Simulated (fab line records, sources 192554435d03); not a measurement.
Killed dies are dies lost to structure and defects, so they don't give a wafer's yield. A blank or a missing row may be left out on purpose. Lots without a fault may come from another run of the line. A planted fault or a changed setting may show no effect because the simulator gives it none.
fab line records | flow n5_finfet
record lots=24 wafers=72 last_day=18
route steps=1938 shown BEOL_M2@864 BEOL_M3@933
lots that met no fault: from a run of the same line without faults
start_h: hours from the record's first day to the start of the lot's first wafer shown | wait_h: hours since the lot's step before | " the same as in the row above | L1.1+2: a row that stands for several wafers | - no value, or no start given | * or withheld: withheld | < > ~ a bound
route shown NAME@n: a module of which the file shows steps, and the number in the route of the first | usual: mean/standard deviation of fault-free wafers | same: alike in all rows | chamber/n: place in a boat | sites: the reading at each site | _std_site: their standard deviation | _edge_site: outer sites' mean less inner sites' | radius_mm: how far each site lies from the wafer's centre | mask NAME#n: copy n | behind: the tool/chamber that last shaped the wafer | hold: why the lot was held/for how many hours/how that ended | device: the transistor (n, p or np) that didn't switch | end of line: the same wafers' tests at the end of the route | a step without rows: its recipe alone | killed: dies lost to structure and defects at the first sort, not the wafer's yield | map: a wafer's dies, x killed, . not, _ none there
set.NAME: the setting as run; set.NAME@STEP: as run at that earlier step | model.NAME: the simulator's own value behind a step, which no gauge read
steps of the route over a sample of lots; a table a step, a row a wafer
services: from which hour (start_h, from the record's first day; less than 0 if before it) a tool's chamber was out of use, for how many hours, and why
## steps
# step N5_BEOL_M2_HM_OPEN_17
# recipe chemistry=Cl2/BCl3 target_depth_a=200 overetch_a=60 target=TiN mask_material=SOC ion_energy_ev=150 pressure_mtorr=10 icp_w=1000 bias_w=126 Cl2_flow_sccm=53.25 bcl3_flow_sccm=21.75 Ar_flow_sccm=25
# usual drypump_motor_current_A=5.7/0.46 oes_product_au=0.60/0.083 throttle_valve_pct=22.38/0.18
# columns lot.wafer tool chamber start_h wait_h drypump_motor_current_A oes_product_au rf_hours_counter_h throttle_valve_pct
L074.3 rie_metal-03 1 138.55 0.1 5.2 0.62 - 22.25
L074.5 " 1 " " 5.2 0.61 - 22.27
L074.6 " 0 " " 6.4 0.57 - 22.20
L075.2 rie_metal-02 0 139.84 0.0 5.1 0.53 114 22.61
L075.5 " 0 " " 5.1 0.53 - 22.61
L075.6 " 1 " " 5.8 0.50 - 22.29
L076.1 rie_metal-03 0 141.99 0.0 6.4 0.56 92 22.23
L076.4 " 0 " " 6.5 0.57 - 22.21
L076.6 " 0 " " 6.4 0.56 - 22.21
L077.2 rie_metal-02 0 153.34 0.1 5.1 0.53 - 22.60
L077.3 " 0 " " 5.1 0.53 - 22.61
L077.4 " 0 " " 5.1 0.53 - 22.61
L078.3 rie_metal-01 1 160.48 0.1 5.8 0.58 - 22.18
L078.4 " 0 " " 6.1 0.60 - 22.58
L078.6 " 0 " " 6.1 0.61 - 22.57
L079.1 rie_metal-02 0 160.62 0.0 5.1 0.53 116 22.58
L079.4 " 0 " " 5.1 0.52 - 22.62
L079.6 " 0 " " 5.1 0.53 - 22.59
L080.1 rie_metal-02 0 166.05 0.0 5.1 0.53 118 22.60
L080.2 " 1 " " 5.9 0.84 0 22.25
L080.3 " 1 " " 5.9 0.85 - 22.23
L081.2 rie_metal-02 0 174.46 0.0 5.1 0.53 118 22.58
L081.4 " 0 " " 5.1 0.52 - 22.60
L081.6 " 0 " " 5.1 0.53 - 22.59
L082.2 rie_metal-03 0 182.24 0.0 6.5 0.56 94 22.21
L082.3 " 1 " " 5.1 0.60 - 22.29
L082.6 " 0 " " 6.5 0.57 - 22.21
L083.1 rie_metal-03 1 187.61 0.0 5.2 0.59 70 22.30
L083.3 " 0 " " 6.4 0.56 - 22.22
L083.6 " 1 " " 5.2 0.61 - 22.27
L084.1 rie_metal-01 1 191.98 0.0 5.8 0.57 89 22.18
L084.2 " 0 " " 6.1 0.60 69 22.58
L084.5 " 1 " " 5.8 0.58 - 22.18
L085.4 rie_metal-02 1 207.31 0.1 5.8 0.81 - 22.22
L085.5 " 0 " " 5.1 0.52 - 22.65
L085.6 " 1 " " 5.9 0.81 - 22.24
L086.2 rie_metal-01 0 207.70 0.0 6.1 0.60 70 22.58
L086.4 " 0 " " 6.1 0.60 - 22.57
L086.6 " 0 " " 6.1 0.60 - 22.58
L087.1 rie_metal-01 0 212.75 0.0 6.1 0.60 71 22.59
L087.2 " 1 " " 5.8 0.58 91 22.18
L087.3 " 0 " " 6.1 0.60 - 22.59
L088.1 rie_metal-01 0 213.61 0.0 6.1 0.60 71 22.59
L088.2 " 1 " " 5.8 0.57 91 22.21
L088.3 " 0 " " 6.1 0.60 - 22.58
L089.1 rie_metal-01 0 224.28 0.0 6.1 0.60 72 22.58
L089.3 " 0 " " 6.2 0.59 - 22.61
L089.4 " 1 " " 5.8 0.57 - 22.20
L091.3 rie_metal-01 1 231.53 0.1 5.8 0.57 - 22.18
L091.4 " 0 " " 6.1 0.59 - 22.61
L091.6 " 0 " " 6.1 0.59 - 22.60
L090.2 rie_metal-01 0 231.79 0.0 6.1 0.61 73 22.59
L090.3 " 1 " " 5.8 0.56 - 22.23
L090.5 " 1 " " 5.8 0.57 - 22.19
L093.1 rie_metal-02 0 247.14 0.0 5.1 0.52 125 22.62
L093.4 " 1 " " 5.8 0.78 - 22.26
L093.6 " 1 " " 5.8 0.78 - 22.26
L092.2 rie_metal-01 1 259.04 0.0 5.8 0.56 95 22.20
L092.4 " 0 " " 6.1 0.59 - 22.60
L092.6 " 0 " " 6.1 0.58 - 22.62
L094.1 rie_metal-02 1 268.11 0.0 5.8 0.78 10 22.24
L094.2 " 1 " " 5.9 0.77 - 22.29
L094.3 " 1 " " 5.9 0.76 - 22.26
L095.3 rie_metal-03 0 270.23 0.1 6.4 0.55 - 22.24
L095.5 " 0 " " 6.4 0.55 - 22.22
L095.6 " 1 " " 5.2 0.59 - 22.31
L096.2 rie_metal-01 0 272.84 0.0 6.1 0.60 76 22.58
L096.3 " 1 " " 5.8 0.56 - 22.22
L096.5 " 0 " " 6.1 0.60 - 22.57
L097.2 rie_metal-03 1 279.37 0.0 5.1 0.59 78 22.31
L097.4 " 0 " " 6.4 0.56 - 22.22
L097.5 " 0 " " 6.4 0.56 - 22.22
# step N5_BEOL_M2_STRIP_19
# recipe chemistry=O2 power_w=400 temp_c=40 pressure_mtorr=30 rf_frequency_hz=6e+07 bias_power_w=0 overash_fraction=0.2 o2_flow_sccm=225
# usual drypump_motor_current_A=5.8/0.42 oes_product_au=0.78/0.11 rf_vpp_V=3.7/0.48 showerhead_plenum_p_Torr=2.08/0.087 throttle_valve_pct=16.57/0.2
# columns lot.wafer tool chamber start_h wait_h drypump_motor_current_A oes_product_au rf_hours_counter_h rf_vpp_V showerhead_plenum_p_Torr throttle_valve_pct
L074.3 rie_diel-04 1 138.69 0.1 5.5 0.70 208 4.2 2.18 16.55
L074.5 " 0 " " 5.6 0.92 - 3.9 2.24 16.63
L074.6 " 1 " " 5.5 0.70 - 3.5 2.18 16.56
L075.2 rie_diel-02 3 139.95 0.1 6.5 0.70 196 3.5 2.08 16.47
L075.5 " 2 " " 5.6 0.70 - 4.5 2.06 16.81
L075.6 " 3 " " 6.5 0.70 - 4.6 2.08 16.47
L076.1 rie_diel-04 2 142.13 0.1 5.3 0.68 224 4.1 2.05 16.81
L076.4 " 0 " " 5.6 0.92 34 3.6 2.24 16.63
L076.6 " 3 " " 6.1 1.01 - 4.8 2.05 16.15
L077.2 rie_diel-02 1 153.51 0.1 5.9 0.99 0 4.1 2.19 16.42
L077.3 " 0 " " 6.1 0.69 203 3.1 2.01 16.64
L077.4 " 3 " " 6.6 0.69 203 3.4 2.08 16.48
L078.3 rie_diel-04 0 160.56 0.1 5.6 0.90 42 3.5 2.24 16.64
L078.4 " 0 " " 5.6 0.89 - 3.7 2.24 16.64
L078.6 " 2 " " 5.3 0.68 - 4.1 2.05 16.82
L079.1 rie_diel-05 3 160.82 0.2 5.5 0.92 16 3.6 2.02 16.51
L079.4 " 0 " " 5.1 0.98 2 3.9 2.15 16.13
L079.6 " 2 " " 5.5 0.76 - 4.4 1.91 16.55
L080.1 rie_diel-02 3 166.19 0.1 6.5 0.69 207 4.3 2.08 16.48
L080.2 " 0 " " 6.1 0.68 207 4.0 2.01 16.64
L080.3 " 1 " " 5.9 0.96 5 3.4 2.19 16.42
L081.2 rie_diel-04 2 174.60 0.1 5.3 0.68 238 3.6 2.05 16.83
L081.4 " 0 " " 5.6 0.89 48 4.2 2.23 16.65
L081.6 " 3 " " 6.1 0.96 - 4.1 2.05 16.17
L082.2 rie_diel-02 2 182.35 0.1 5.6 0.69 242 3.0 2.05 16.84
L082.3 " 1 " " 5.9 0.95 12 4.1 2.18 16.45
L082.6 " 2 " " 5.6 0.69 - 4.3 2.05 16.84
L083.1 rie_diel-02 0 187.76 0.1 6.1 0.68 216 4.0 2.01 16.67
L083.3 " 2 " " 5.6 0.68 243 4.8 2.05 16.85
L083.6 " 1 " " 5.9 0.93 - 3.2 2.18 16.43
L084.1 rie_diel-04 3 192.20 0.2 6.1 0.94 16 4.6 2.05 16.19
L084.2 " 0 " " 5.6 0.87 55 3.3 2.23 16.67
L084.5 " 0 " " 5.6 0.87 - 3.7 2.23 16.67
L085.4 rie_diel-02 1 207.42 0.1 5.9 0.91 - 3.2 2.18 16.47
L085.5 " 3 " " 6.6 0.68 - 3.0 2.08 16.53
L085.6 " 0 " " 6.1 0.67 - 3.7 2.00 16.65
L086.2 rie_diel-02 1 207.81 0.1 5.9 0.91 21 4.1 2.18 16.46
L086.4 " 1 " " 5.9 0.92 - 4.5 2.18 16.47
L086.6 " 0 " " 6.1 0.67 - 3.4 2.00 16.66
L087.1 rie_diel-02 3 212.87 0.1 6.6 0.67 221 4.2 2.07 16.52
L087.2 " 0 " " 6.1 0.67 226 4.1 2.00 16.67
L087.3 " 1 " " 5.9 0.90 24 3.6 2.18 16.48
L088.1 rie_diel-02 1 213.72 0.1 5.9 0.91 24 4.1 2.18 16.48
L088.2 " 3 " " 6.5 0.68 221 3.1 2.07 16.53
L088.3 " 0 " " 6.1 0.67 227 4.2 2.00 16.69
L089.1 rie_diel-02 3 224.39 0.1 6.5 0.68 226 4.2 2.07 16.52
L089.3 " 0 " " 6.1 0.67 232 2.9 2.00 16.70
L089.4 " 1 " " 5.9 0.91 - 3.3 2.18 16.48
L091.3 rie_diel-04 0 231.77 0.2 5.6 0.84 73 3.7 2.22 16.70
L091.4 " 0 " " 5.6 0.85 - 3.3 2.22 16.70
L091.6 " 2 " " 5.3 0.67 - 3.5 2.04 16.89
L090.2 rie_diel-04 0 231.91 0.1 5.6 0.85 73 4.3 2.22 16.69
L090.3 " 3 " " 6.1 0.91 34 4.1 2.04 16.24
L090.5 " 0 " " 5.6 0.85 - 3.4 2.22 16.70
L093.1 rie_diel-05 0 247.25 0.1 5.1 0.89 34 3.5 2.14 16.18
L093.4 " 3 " " 5.5 0.87 41 3.3 2.01 16.58
L093.6 " 1 " " 6.1 0.74 - 3.9 2.16 16.77
L092.2 rie_diel-05 3 259.17 0.1 5.5 0.87 44 3.5 2.01 16.58
L092.4 " 0 " " 5.1 0.90 37 3.7 2.14 16.18
L092.6 " 0 " " 5.2 0.89 - 3.4 2.14 16.19
L094.1 rie_diel-05 3 268.31 0.2 5.6 0.86 48 3.0 2.01 16.58
L094.2 " 1 " " 6.1 0.74 188 4.1 2.16 16.78
L094.3 " 2 " " 5.4 0.72 204 2.5 1.90 16.61
L095.3 rie_diel-02 3 270.33 0.1 6.6 0.67 240 3.3 2.07 16.55
L095.5 " 2 " " 5.6 0.92 - 3.7 2.04 16.39
L095.6 " 3 " " 6.6 0.67 - 4.4 2.07 16.54
L096.2 rie_diel-05 1 272.95 0.1 6.1 0.74 190 2.9 2.16 16.79
L096.3 " 0 " " 5.1 0.89 42 4.1 2.14 16.19
L096.5 " 1 " " 6.2 0.73 - 3.6 2.16 16.78
L097.2 rie_diel-05 2 279.48 0.1 5.5 0.73 208 3.4 1.90 16.60
L097.4 " 3 " " 5.5 0.86 51 3.4 2.01 16.57
L097.5 " 3 " " 5.6 0.87 - 3.6 2.01 16.58
# step N5_BEOL_M2_ALD_84
# recipe material=TaN target_thk_a=* temp_c=275 ald_precursor_family=PDMAT ald_co_reactant=NH3 pressure_torr=3 carrier_flow_sccm=1500 pulse_time_s=2 purge_time_s=3 co_reactant_purge_time_s=2 co_reactant_pulse_time_s=3 ald_cycles=30 precursor_vessel_temp_c=75 precursor_vessel_pressure_torr=26.25 precursor_vessel_carrier_sccm=1000
# usual heater_power_w=415/32
# columns lot.wafer tool chamber start_h wait_h heater_power_w
L074.3 ald_metal-02 2 141.45 0.0 463
L074.5 " 2 " " 454
L074.6 " 1 " " 370
L076.1 ald_metal-04 2 146.84 0.0 406
L076.4 " 0 " " 389
L076.6 " 2 " " 391
L075.2 ald_metal-04 1 149.87 0.2 382
L075.5 " 0 " " 384
L075.6 " 1 " " 378
L077.2 ald_metal-04 3 157.18 0.0 387
L077.3 " 1 " " 372
L077.4 " 2 " " 393
L078.3 ald_metal-02 3 165.35 0.0 421
L078.4 " 2 " " 450
L078.6 " 3 " " 422
L079.1 ald_metal-02 0 171.17 0.0 401
L079.4 " 2 " " 441
L079.6 " 2 " " 460
L080.1 ald_metal-04 0 176.27 0.0 390
L080.2 " 2 " " 400
L080.3 " 1 " " 381
L081.2 ald_metal-01 0 176.79 0.1 458
L081.4 " 2 " " 477
L081.6 " 0 " " 451
L082.2 ald_metal-04 3 187.12 0.0 389
L082.3 " 0 " " 389
L082.6 " 3 " " 386
L083.1 ald_metal-04 3 192.62 0.0 386
L083.3 " 0 " " 386
L083.6 " 2 " " 396
L084.1 ald_metal-04 2 194.67 0.0 399
L084.2 " 3 " " 384
L084.5 " 2 " " 402
L085.4 ald_metal-02 1 212.38 0.0 371
L085.5 " 3 " " 417
L085.6 " 2 " " 440
L086.2 ald_metal-01 2 212.48 0.1 483
L086.4 " 3 " " 434
L086.6 " 0 " " 462
L088.1 ald_metal-02 0 219.20 0.0 402
L088.2 " 3 " " 425
L088.3 " 2 " " 452
L087.1 ald_metal-04 0 219.40 0.2 392
L087.2 " 3 " " 386
L087.3 " 1 " " 382
L089.1 ald_metal-01 1 225.90 0.1 410
L089.3 " 0 " " 457
L089.4 " 3 " " 449
L091.3 ald_metal-01 0 235.70 0.0 455
L091.4 " 1 " " 425
L091.6 " 1 " " 423
L090.2 ald_metal-02 0 236.10 0.1 404
L090.3 " 2 " " 450
L090.5 " 3 " " 422
L093.1 ald_metal-01 1 250.71 0.1 421
L093.4 " 3 " " 450
L093.6 " 1 " " 413
L092.2 ald_metal-01 1 269.40 0.0 405
L092.4 " 2 " " 478
L092.6 " 0 " " 452
L094.1 ald_metal-01 3 270.12 0.0 435
L094.2 " 1 " " 417
L094.3 " 0 " " 455
L095.3 ald_metal-02 0 272.76 0.0 393
L095.5 " 0 " " 408
L095.6 " 3 " " 427
L096.2 ald_metal-02 3 278.92 0.0 429
L096.3 " 0 " " 413
L096.5 " 3 " " 420
L097.2 ald_metal-04 0 282.62 0.2 381
L097.4 " 3 " " 388
L097.5 " 2 " " 408
# step N5_BEOL_M2_CMP_52
# recipe stop_on=SiOC t_overpolish_s=6.8 down_force_psi=1 platen_rpm=50 clearing_platen_down_force_psi=1.5 clearing_platen_rpm=50 post_cmp_clean=cu_alkaline target_thk_nm=40 clearing_platen_pad_velocity_m_s=0.99484 pad_velocity_m_s=0.99484
# usual barrier_field_endpoint_s=24.5/0.81 clearing_platen_rpm=50.000/0.026 head_pressure_psi=1.0000/0.0021 motor_current_A=6.1/0.75 overpolish_run_s=6.801/0.0085 platen_rpm=50.01/0.034 time_to_endpoint_s=62/4.1
# columns lot.wafer tool chamber start_h wait_h barrier_field_endpoint_s clearing_platen_rpm head_pressure_psi motor_current_A overpolish_run_s platen_rpm time_to_endpoint_s
L074.3 cmp-01 0 144.47 0.2 25.7 49.988 0.9999 6.9 6.810 49.99 67
L074.6 " 3 " " 25.4 50.034 0.9980 7.1 6.791 50.02 66
L074.5 " 0 " " 26.3 49.974 1.0004 6.9 6.781 50.03 69
L076.4 cmp-03 0 149.59 0.1 24.7 49.982 1.0024 5.7 6.819 50.00 61
L076.1 " 1 " " 24.8 49.977 1.0001 6.7 6.799 50.02 62
L076.6 " 0 " " 24.3 50.009 0.9995 6.5 6.804 49.92 57
L075.2 cmp-02 0 154.50 0.3 24.5 50.023 1.0001 5.4 6.796 50.00 66
L075.5 " 1 " " 25.1 50.028 1.0020 6.9 6.798 50.03 64
L075.6 " 2 " " 24.3 50.015 1.0020 4.4 6.813 50.03 60
L077.3 cmp-01 2 160.12 0.2 24.4 49.997 0.9997 5.4 6.805 50.01 61
L077.4 " 3 " " 24.9 49.995 0.9995 6.6 6.814 49.99 67
L077.2 " 0 " " 25.4 50.021 1.0005 7.1 6.795 50.03 67
L078.4 cmp-01 3 169.40 0.2 25.2 49.969 1.0000 6.2 6.792 49.94 66
L078.3 " 0 " " 24.9 49.996 0.9985 7.0 6.799 49.98 69
L078.6 " 2 " " 24.4 49.983 0.9992 5.8 6.794 50.00 58
L079.1 cmp-03 2 173.94 0.3 24.0 50.041 0.9981 7.4 6.786 50.03 62
L079.4 " 0 " " 24.7 49.980 1.0004 6.0 6.786 50.07 66
L079.6 " 2 " " 24.6 50.015 0.9956 7.7 6.816 50.04 63
L080.2 cmp-03 3 179.26 0.2 25.3 50.011 0.9977 6.1 6.798 50.02 66
L080.1 " 1 " " 25.4 49.947 0.9984 6.5 6.794 49.99 69
L080.3 " 2 " " 25.6 49.964 1.0001 7.2 6.796 50.05 64
L081.2 cmp-01 0 181.15 0.2 24.7 49.988 0.9978 7.0 6.811 50.05 63
L081.4 " 1 " " 22.8 49.968 1.0019 5.5 6.796 50.01 54
L081.6 " 0 " " 25.8 49.947 0.9998 7.0 6.814 49.98 66
L082.3 cmp-03 1 190.23 0.2 24.6 50.030 1.0020 6.6 6.804 50.03 60
L082.2 " 2 " " 24.4 50.045 1.0026 7.2 6.812 50.06 62
L082.6 " 0 " " 24.6 50.042 1.0037 6.3 6.797 49.96 62
L083.1 cmp-01 0 195.55 0.3 24.9 50.024 0.9957 6.6 6.805 49.99 68
L083.3 " 2 " " 22.8 49.969 0.9964 5.8 6.790 50.06 57
L083.6 " 3 " " 24.9 49.971 1.0039 6.4 6.818 50.04 65
L084.1 cmp-01 1 197.44 0.3 23.5 49.966 1.0011 5.3 6.801 49.97 55
L084.2 " 3 " " 24.9 50.018 1.0024 6.5 6.814 50.00 65
L084.5 " 2 " " 23.9 50.013 1.0016 5.1 6.792 50.05 59
L085.4 cmp-01 3 215.26 0.2 24.9 49.997 0.9994 6.3 6.798 50.01 66
L085.6 " 1 " " 23.8 49.984 0.9969 5.3 6.795 50.04 58
L085.5 " 2 " " 24.8 50.045 0.9981 5.8 6.803 50.02 61
L086.2 cmp-02 0 215.31 0.3 25.0 50.001 0.9994 5.4 6.810 50.00 61
L086.4 " 1 " " 25.2 49.998 0.9979 6.8 6.809 50.04 63
L086.6 " 2 " " 24.1 49.977 0.9971 4.7 6.807 50.03 58
L088.1 cmp-01 3 222.16 0.3 24.9 49.984 0.9974 6.6 6.797 50.02 63
L088.2 " 0 " " 24.8 50.016 0.9986 6.7 6.788 50.06 66
L088.3 " 1 " " 23.6 50.008 1.0014 5.2 6.803 50.01 53
L087.1 cmp-02 3 223.71 0.3 25.1 50.012 1.0037 6.3 6.802 50.02 63
L087.3 " 0 " " 25.5 49.984 0.9993 5.5 6.800 49.97 68
L087.2 " 1 " " 25.1 50.036 0.9993 6.9 6.791 49.99 65
L089.1 cmp-03 3 228.77 0.3 23.7 49.974 0.9974 5.7 6.809 50.03 56
L089.4 " 1 " " 24.1 49.988 1.0008 6.7 6.796 49.99 58
L089.3 " 2 " " 23.9 49.976 1.0004 7.5 6.807 49.97 55
L091.3 cmp-01 2 238.42 0.2 24.0 50.001 0.9990 5.4 6.791 49.94 58
L091.4 " 0 " " 25.9 50.001 0.9989 7.0 6.794 49.97 68
L091.6 " 2 " " 24.4 50.012 0.9977 5.5 6.797 49.97 58
L090.2 cmp-02 2 238.92 0.2 25.0 50.001 1.0024 4.7 6.798 49.97 62
L090.3 " 3 " " 25.5 50.015 1.0000 6.4 6.805 49.98 64
L090.5 " 2 " " 24.8 49.989 1.0011 4.6 6.805 50.01 61
L093.1 cmp-02 3 254.11 0.3 24.7 49.978 1.0006 6.0 6.812 49.97 62
L093.4 " 1 " " 25.4 49.995 1.0018 6.7 6.821 50.06 64
L093.6 " 3 " " 25.0 50.048 1.0031 6.2 6.794 50.09 62
L092.2 cmp-01 1 272.39 0.4 22.9 50.042 0.9964 5.2 6.786 50.03 53
L092.4 " 2 " " 24.0 49.999 0.9992 5.5 6.805 50.07 58
L092.6 " 1 " " 23.9 49.996 1.0005 5.3 6.798 50.02 56
L094.2 cmp-03 3 273.27 0.2 23.9 50.006 1.0025 5.8 6.803 50.00 60
L094.3 " 0 " " 24.3 50.016 1.0025 6.2 6.805 50.04 60
L094.1 " 2 " " 24.1 50.003 0.9996 7.4 6.796 50.02 60
L095.3 cmp-01 1 275.70 0.3 23.2 49.984 0.9983 5.4 6.811 49.94 55
L095.5 " 2 " " 24.2 50.009 0.9987 5.6 6.803 49.98 59
L095.6 " 3 " " 24.2 50.051 1.0001 6.7 6.797 49.99 66
L096.2 cmp-01 1 282.44 0.4 23.2 50.027 1.0022 5.3 6.798 50.00 51
L096.3 " 2 " " 23.0 50.020 1.0007 5.4 6.799 49.98 55
L096.5 " 0 " " 24.5 50.008 0.9989 6.8 6.810 50.04 66
L097.4 cmp-02 0 287.04 0.2 24.7 50.010 0.9998 5.2 6.791 50.04 62
L097.2 " 1 " " 24.3 50.002 1.0004 7.0 6.805 50.03 64
L097.5 " 0 " " 24.4 49.996 1.0007 5.2 6.800 50.02 62
# step N5_BEOL_M2_PRE_CLEAN_60
# recipe gas=NH3/H2 time_s=15 temp_c=* rf_power_w=300
# usual heater_power_w=90/17
# columns lot.wafer tool chamber start_h wait_h heater_power_w
L074.3 cvd_co-02 0 144.76 0.0 103
L074.5 " 1 " " 95
L074.6 " 2 " " 103
L076.1 cvd_co-01 0 149.92 0.0 70
L076.4 " 0 " " 68
L076.6 " 2 " " 111
L075.2 cvd_co-01 0 154.73 0.0 69
L075.5 " 2 " " 113
L075.6 " 1 " " 76
L077.2 cvd_co-01 2 160.42 0.0 107
L077.3 " 1 " " 76
L077.4 " 2 " " 112
L078.3 cvd_co-02 0 169.70 0.0 98
L078.4 " 2 " " 104
L078.6 " 0 " " 100
L079.1 cvd_co-01 1 174.28 0.0 75
L079.4 " 0 " " 68
L079.6 " 2 " " 111
L080.1 cvd_co-01 0 179.59 0.0 69
L080.2 " 2 " " 109
L080.3 " 1 " " 76
L081.2 cvd_co-02 2 181.44 0.0 106
L081.4 " 2 " " 105
L081.6 " 0 " " 103
L082.2 cvd_co-01 2 190.52 0.0 110
L082.3 " 1 " " 76
L082.6 " 2 " " 109
L083.1 cvd_co-01 2 195.84 0.0 113
L083.3 " 0 " " 69
L083.6 " 0 " " 70
L084.1 cvd_co-01 0 197.77 0.0 69
L084.2 " 2 " " 110
L084.5 " 1 " " 75
L085.4 cvd_co-02 1 215.54 0.1 94
L085.5 " 2 " " 104
L085.6 " 0 " " 103
L086.2 cvd_co-01 1 215.56 0.0 76
L086.4 " 1 " " 77
L086.6 " 2 " " 112
L088.1 cvd_co-01 1 222.46 0.0 78
L088.2 " 0 " " 70
L088.3 " 2 " " 113
L087.1 cvd_co-02 1 224.05 0.0 92
L087.2 " 0 " " 100
L087.3 " 2 " " 106
L089.1 cvd_co-02 0 229.10 0.0 101
L089.3 " 2 " " 101
L089.4 " 1 " " 94
L091.3 cvd_co-01 2 238.75 0.0 112
L091.4 " 0 " " 70
L091.6 " 1 " " 74
L090.2 cvd_co-01 2 239.22 0.0 108
L090.3 " 0 " " 70
L090.5 " 1 " " 74
L093.1 cvd_co-02 0 254.44 0.0 103
L093.4 " 0 " " 104
L093.6 " 2 " " 104
L092.2 cvd_co-01 2 272.72 0.0 114
L092.4 " 0 " " 69
L092.6 " 2 " " 113
L094.1 cvd_co-01 0 273.64 0.1 71
L094.2 " 1 " " 74
L094.3 " 2 " " 114
L095.3 cvd_co-02 1 275.92 0.0 94
L095.5 " 2 " " 106
L095.6 " 1 " " 92
L096.2 cvd_co-01 1 282.73 0.0 74
L096.3 " 2 " " 112
L096.5 " 2 " " 114
L097.2 cvd_co-01 1 287.34 0.0 74
L097.4 " 2 " " 114
L097.5 " 1 " " 76
# step N5_BEOL_M3_PECVD_72
# recipe material=SiO2 target_thk_a=160 temp_c=400 precursor=TEOS/O2 pressure_torr=5.5 rf_w=450 teos_flow_sccm=53.8 gas=O2 flow_sccm=3000 time_s=18
# usual heater_power_w=769/140 showerhead_plenum_p_Torr=8.81/0.037 throttle_valve_pct=22.1/1.2
# columns lot.wafer tool chamber start_h wait_h heater_power_w showerhead_plenum_p_Torr throttle_valve_pct
L074.3 pecvd-02 2 145.15 0.0 803 8.79 20.2
L074.5 " 0 " " 898 8.77 21.6
L074.6 " 1 " " 489 8.84 21.3
L076.1 pecvd-01 1 150.31 0.0 749 8.83 23.0
L076.4 " 1 " " 767 8.83 23.2
L076.6 " 0 " " 983 8.76 21.6
L075.2 pecvd-01 0 155.12 0.0 1008 8.75 21.4
L075.5 " 2 " " 660 8.82 21.1
L075.6 " 1 " " 866 8.84 22.9
L077.2 pecvd-02 2 160.81 0.0 763 8.78 20.7
L077.3 " 1 " " 554 8.85 21.3
L077.4 " 1 " " 571 8.84 21.2
L078.3 pecvd-04 1 170.09 0.0 801 8.72 23.7
L078.4 " 0 " " 788 8.86 24.8
L078.6 " 2 " " 747 8.84 22.1
L079.1 pecvd-02 1 174.67 0.0 481 8.84 21.3
L079.4 " 1 " " 488 8.84 21.4
L079.6 " 0 " " 739 8.81 21.6
L080.1 pecvd-04 0 179.98 0.0 732 8.87 24.5
L080.2 " 2 " " 667 8.83 22.1
L080.3 " 1 " " 933 8.75 23.3
L081.2 pecvd-02 1 181.83 0.0 458 8.83 21.4
L081.4 " 2 " " 765 8.81 20.3
L081.6 " 1 " " 465 8.83 21.0
L082.2 pecvd-02 0 190.91 0.0 903 8.81 21.8
L082.3 " 2 " " 744 8.79 20.3
L082.6 " 0 " " 936 8.79 21.9
L083.1 pecvd-01 2 196.23 0.0 695 8.80 21.1
L083.3 " 1 " " 768 8.83 23.2
L083.6 " 0 " " 1019 8.76 21.6
L084.1 pecvd-02 0 198.16 0.0 839 8.81 21.5
L084.2 " 1 " " 552 8.84 21.2
L084.5 " 1 " " 572 8.84 21.3
L085.4 pecvd-02 0 215.95 0.1 924 8.80 21.6
L085.5 " 1 " " 536 8.86 21.3
L085.6 " 2 " " 696 8.79 20.5
L086.2 pecvd-04 2 215.98 0.0 622 8.82 22.7
L086.4 " 1 " " 911 8.73 23.5
L086.6 " 0 " " 823 8.86 24.3
L088.1 pecvd-01 1 222.85 0.0 837 8.84 23.2
L088.2 " 0 " " 944 8.77 21.5
L088.3 " 2 " " 717 8.81 21.1
L087.1 pecvd-01 2 224.47 0.0 701 8.83 21.1
L087.2 " 1 " " 775 8.86 23.3
L087.3 " 0 " " 1008 8.77 21.5
L089.1 pecvd-01 1 229.49 0.0 805 8.84 23.2
L089.3 " 0 " " 1008 8.76 21.3
L089.4 " 1 " " 794 8.83 23.3
L091.3 pecvd-04 0 239.17 0.0 738 8.85 24.7
L091.4 " 2 " " 739 8.82 22.4
L091.6 " 0 " " 730 8.86 24.6
L090.2 pecvd-02 0 239.64 0.0 783 8.78 22.0
L090.3 " 2 " " 757 8.76 20.7
L090.5 " 0 " " 803 8.79 21.9
L093.1 pecvd-02 2 254.84 0.0 848 8.81 20.6
L093.4 " 0 " " 803 8.79 22.0
L093.6 " 1 " " 500 8.84 21.0
L092.2 pecvd-01 0 273.15 0.0 1007 8.77 21.6
L092.4 " 2 " " 590 8.80 21.4
L092.6 " 0 " " 994 8.75 21.6
L094.1 pecvd-04 1 274.03 0.0 936 8.75 23.5
L094.2 " 0 " " 777 8.84 24.4
L094.3 " 1 " " 946 8.74 23.5
L095.3 pecvd-04 0 276.34 0.1 743 8.86 24.5
L095.5 " 1 " " 941 8.74 23.4
L095.6 " 0 " " 744 8.86 24.3
L096.2 pecvd-02 2 283.12 0.0 816 8.80 20.7
L096.3 " 0 " " 870 8.81 22.2
L096.5 " 0 " " 883 8.79 22.1
L097.2 pecvd-01 0 287.73 0.0 999 8.77 21.7
L097.4 " 0 " " 1031 8.77 21.7
L097.5 " 1 " " 761 8.84 23.2
## services
# columns tool chamber start_h hours kind
cvd_co-01 - 115.75 1.1 repair
ald_metal-02 - 118.81 1.0 repair
pecvd-01 - 127.62 5.5 pm
cvd_co-02 - 136.14 0.6 repair
cvd_co-01 - 142.51 6.0 pm
cmp-01 - 146.36 3.7 repair
ald_metal-02 0 147.49 20.1 repair
rie_diel-02 3 173.21 5.4 repair
cmp-01 - 183.00 2.6 repair
ald_metal-04 - 204.95 0.5 repair
cvd_co-01 - 225.40 8.7 repair
rie_diel-02 3 230.91 5.1 repair
ald_metal-04 2 231.67 6.8 repair
pecvd-01 - 238.21 2.8 pm
ald_metal-04 - 239.21 1.0 repair
pecvd-02 - 240.84 1.9 repair
cvd_co-01 1 243.35 14.7 repair
pecvd-01 - 243.67 0.6 repair
cvd_co-01 2 245.00 16.6 repair
cmp-01 - 249.27 0.4 repair
cvd_co-02 - 261.34 3.8 pm
cmp-01 - 267.77 4.0 pm
ald_metal-04 0 271.85 3.6 repair
cvd_co-01 - 276.75 1.3 repair
## key
fault none
